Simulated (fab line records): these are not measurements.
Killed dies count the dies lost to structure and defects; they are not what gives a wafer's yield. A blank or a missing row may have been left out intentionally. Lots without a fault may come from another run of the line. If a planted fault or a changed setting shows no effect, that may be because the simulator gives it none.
Comparing a struck lot with a sound one ; flow nand-harc ; 14 out of 1302 route steps
Sound: these wafers, L897.1, L897.3, L897.5. The struck wafers were L888.2, L888.3, L888.4. At the end, the cause is stated.
At each step with rows: each side's tool, then ch and its chambers, then its first start. Under that, the readings that differ: sound wafers ; struck wafers ; difference of the means ; sigmas: that difference in standard deviations of wafers without a fault.
alike: same words and numbers on both sides, and readings whose means sit less than 2 such deviations apart. not compared: any withheld reading, any reading some wafer has no value for, any bound like >300 that may hide the same value, and any number with overlapping values for which the record gives no deviation.
A row with sigmas, a row that says differs or no value, or rows on one side alone: a step with any of these is where the two part. Non-overlapping numbers with no deviation appear without sigmas and do not part them. Lack of a reading on every wafer of one side parts them only where that side has two or more wafers.

first, 1 step without rows for these wafers: NHARC_A_DECK1_JOINT_CVD_12 (deposits poly-Si, target thk 90 nm, time 1800 s).
NHARC_A_DECK1_JOINT_CMP_13: polishes, target thk 51.023 nm.
  sound on cmp-04 ch 0,1, day 19 19:55; struck on cmp-03 ch 0,1,2, day 16 00:02
  alike: motor-current-A, slurry-filter-dp-kPa, time-to-endpoint-s
NHARC_A_DECK1_JOINT_THK_MEAS_14: measures by ellipsometry.
  sound: film-metro-01 at day 19 20:09; struck: film-metro-02 at day 16 00:18
  alike: thk-nm
after that, 1 step had no rows for these wafers: NHARC_A_DECK1_JOINT_SRD_04.
NHARC_A_DECK1_JOINT_ETCHBACK_00: etches the open film in HBr, target depth 30 nm, time 17.4 s.
  sound on rie-si-05 ch 0,2,3, day 19 20:17; struck on rie-si-03 ch 2,3, day 16 00:25
  alike: drypump-motor-current-A, oes-product-au, throttle-valve-pct
  not compared: rf-hours-counter-h
then, 7 steps without rows for these wafers: NHARC_A_DECK1_JOINT_PRECLEAN_30 (cleans in SC1); NHARC_A_DECK1_JOINT_SRD_31; NHARC_A_DECK1_JOINT_CVD_34 (deposits SiNx, target thk 20 nm); NHARC_A_DECK1_JOINT_DEP_06 (deposits SiOx, target thk 80 nm); NHARC_A_DECK1_JOINT_CURE_26 (time 32 s); NHARC_A_DECK1_JOINT_ANNEAL_27 (time 3600 s); NHARC_A_DECK1_JOINT_ANNEAL_28 (time 1800 s).
NHARC_A_DECK1_JOINT_ANNEAL_29: time 1800 s.
  sound on furnace-03 ch 0, day 20 16:10; struck on furnace-03, day 16 23:50
  no value came back on the struck wafers for ramp-down-c-per-min, ramp-up-c-per-min, zone-power-bottom-pct (%); on the sound wafers ramp-down-c-per-min reads 3.0002 3.0002 3.0000
NHARC_A_DECK1_JOINT_CMP_02: polishes SiOx.
  sound on cmp-03 ch 1,3, day 20 18:48; struck on cmp-01 ch 0,1,2, day 17 02:29
  alike: motor-current-A, slurry-filter-dp-kPa

## WHERE THEY PART
Only at NHARC_A_DECK1_JOINT_ANNEAL_29, within this record. Later steps at which nothing parts them and some readings are alike: NHARC_A_DECK1_JOINT_CMP_02.

WHY: whatever the simulator had introduced
Entire step skipped (furnace-03, NHARC_A_DECK1_JOINT_ANNEAL_29), from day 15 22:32 onward. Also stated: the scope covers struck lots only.
